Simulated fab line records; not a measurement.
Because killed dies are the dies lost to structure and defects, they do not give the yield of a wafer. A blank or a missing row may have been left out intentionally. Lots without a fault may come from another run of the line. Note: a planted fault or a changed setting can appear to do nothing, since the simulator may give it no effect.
Split-lot experiment + flow n5 finfet + 7 lots, 36 wafers read, on a route of 1938 steps

THE SPLIT
At N5_BEOL_M15_ETCH_59 (etches BARC in N2/H2, target depth 89 nm, overetch 26.7 nm, time 67.9 s), the setting time s was moved away from the recipe's 67.9 s on 14 of the 36 wafers read, by -56.8% to -18.6%. The other wafers ran this setting at the recipe's value.

FROM THE SPLIT TO THE READING: what the file shows between them, 5 steps
- N5_BEOL_M15_VIA_ETCH_16: etches SiO2 in C4F8/O2/Ar, target depth 1792.2 nm
- N5_BEOL_M15_STRIP_63: strips in O2
- N5_BEOL_M15_STRIP_64: strips in O2
- N5_BEOL_M15_STRIP_65: strips in post etch residue remover, time 60 s
- N5_BEOL_M15_SRD_66: time 30 s, dry time 30 s

THE READING
cd nm, in nm, at N5_BEOL_M15_CD_MEAS_17 (target cd 360 nm). On this fab line, fault-free wafers typically give 359.8 nm with a standard deviation of 2.1 nm.

| wafer  | tool, chamber at the split | time s as run, s | against the recipe | cd nm, nm | against lot-mates on the recipe |
|--------|----------------------------|------------------|--------------------|-----------|---------------------------------|
| L081.1 | rie diel-02, 3             | 67.9             | recipe             | 359.6     | -                               |
| L081.2 | rie diel-02, 2             | 67.9             | recipe             | 362.2     | -                               |
| L081.3 | rie diel-02, 0             | 67.9             | recipe             | 363.3     | -                               |
| L081.4 | rie diel-02, 1             | 67.9             | recipe             | 361.7     | -                               |
| L081.5 | rie diel-02, 3             | 67.9             | recipe             | 362.4     | -                               |
| L081.6 | rie diel-02, 0             | 67.9             | recipe             | 364.7     | -                               |
| L084.1 | rie diel-02, 0             | 41.27            | -39.2%             | 357.8     | -4.1                            |
| L084.2 | rie diel-02, 2             | 67.9             | recipe             | 361.9     | -                               |
| L084.3 | rie diel-02, 3             | 41.27            | -39.2%             | 355.3     | -6.6                            |
| L090.2 | rie diel-03, 3             | 67.9             | recipe             | 356.5     | -                               |
| L090.4 | rie diel-03, 0             | 67.9             | recipe             | 359.0     | -                               |
| L090.6 | rie diel-03, 0             | 67.9             | recipe             | 359.7     | -                               |
| L092.1 | rie diel-02, 3             | 55.27            | -18.6%             | 355.5     | -5.4                            |
| L092.2 | rie diel-02, 0             | 55.27            | -18.6%             | 358.2     | -2.7                            |
| L092.3 | rie diel-02, 1             | 55.27            | -18.6%             | 359.0     | -1.9                            |
| L092.4 | rie diel-02, 2             | 67.9             | recipe             | 360.7     | -                               |
| L092.5 | rie diel-02, 0             | 67.9             | recipe             | 360.8     | -                               |
| L092.6 | rie diel-02, 1             | 67.9             | recipe             | 361.1     | -                               |
| L095.1 | rie diel-03, 0             | 38.17            | -43.8%             | 351.0     | -7.9                            |
| L095.2 | rie diel-03, 3             | 38.17            | -43.8%             | 351.8     | -7.1                            |
| L095.3 | rie diel-03, 1             | 38.17            | -43.8%             | 351.4     | -7.5                            |
| L095.4 | rie diel-03, 2             | 67.9             | recipe             | 358.8     | -                               |
| L095.5 | rie diel-03, 3             | 67.9             | recipe             | 359.0     | -                               |
| L095.6 | rie diel-03, 0             | 67.9             | recipe             | 359.0     | -                               |
| L093.1 | rie diel-03, 1             | 67.9             | recipe             | 357.7     | -                               |
| L093.2 | rie diel-03, 3             | 67.9             | recipe             | 357.1     | -                               |
| L093.3 | rie diel-03, 0             | 29.31            | -56.8%             | 350.1     | -7.4                            |
| L093.4 | rie diel-03, 2             | 67.9             | recipe             | 357.7     | -                               |
| L093.5 | rie diel-03, 1             | 29.31            | -56.8%             | 351.3     | -6.2                            |
| L093.6 | rie diel-03, 2             | 29.31            | -56.8%             | 350.1     | -7.4                            |
| L096.1 | rie diel-03, 0             | 67.9             | recipe             | 357.8     | -                               |
| L096.2 | rie diel-03, 2             | 67.9             | recipe             | 355.7     | -                               |
| L096.3 | rie diel-03, 1             | 54.38            | -19.9%             | 356.7     | -1.5                            |
| L096.4 | rie diel-03, 3             | 54.38            | -19.9%             | 356.2     | -2.0                            |
| L096.5 | rie diel-03, 3             | 67.9             | recipe             | 361.2     | -                               |
| L096.6 | rie diel-03, 0             | 54.38            | -19.9%             | 355.8     | -2.4                            |

FIT RESULTS
A straight line over all 36 wafers: cd nm changes by +0.162 nm for each +1% of time s; r = +0.84; the points scatter about the line by 2.1 nm.
The same after taking each lot's own level away (the mean of its wafers on the recipe; 36 wafers): +0.139 nm for each +1%; r = +0.91; scatter 1.3 nm.
The reading moves by 7.9 nm for the largest change in time s, on that fit.
Measured against the standard deviation above, the lots' own levels, which go from 357.50 to 362.32 nm, span 2.3 times it.
So the slope is not independent of the lot-to-lot level: the two fits are not the same.
Check: with one of the wafers moved furthest among these (-56.8%) left out of the fit, the line predicts -8.06 nm for it against its lot-mates. Against them it came out at -7.4 nm.

FURTHER SPLITS ON THESE WAFERS
Note: prior to the reading, these wafers also went through further splits. Each is held against what the fit with the lots' levels taken away leaves over:
| other split on the same wafers     | wafers away from the commonest value | r with cd nm (lot level and that fit taken away) |
|------------------------------------|--------------------------------------|--------------------------------------------------|
| N5_BEOL_M7_ILD_DEP_00 target thk a | 13                                   | -0.08                                            |
| N5_BEOL_M10_ETCH_62 time s         | 12                                   | +0.11                                            |

THE WHOLE CHAIN: every reading that the file lists as answering this split, in the file's order
| step                    | what it does                                                            | reading                                                                          | change (the file's fit)               | r (the file's) |
|-------------------------|-------------------------------------------------------------------------|----------------------------------------------------------------------------------|---------------------------------------|----------------|
| N5_BEOL_M15_ETCH_59     | etches BARC in N2/H2, target depth 89 nm, overetch 26.7 nm, time 67.9 s | coat_of_BEOL_M15_COAT_04.thk nm (the simulator's own value, which no gauge read) | -0.661 nm for each +1% of the setting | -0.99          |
| N5_BEOL_M15_ETCH_59     | etches BARC in N2/H2, target depth 89 nm, overetch 26.7 nm, time 67.9 s | etch.depth nm (the simulator's own value, which no gauge read)                   | +0.533 nm for each +1% of the setting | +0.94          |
| N5_BEOL_M15_VIA_ETCH_16 | etches SiO2 in C4F8/O2/Ar, target depth 1792.2 nm                       | coat_of_BEOL_M15_COAT_04.thk nm (the simulator's own value, which no gauge read) | -0.747 nm for each +1% of the setting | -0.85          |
| N5_BEOL_M15_CD_MEAS_17  | target cd 360 nm                                                        | cd nm                                                                            | +0.14 nm for each +1% of the setting  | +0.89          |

FILE'S OWN FIT
cd nm changes by +0.14 nm for each +1% of time s, r = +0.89.
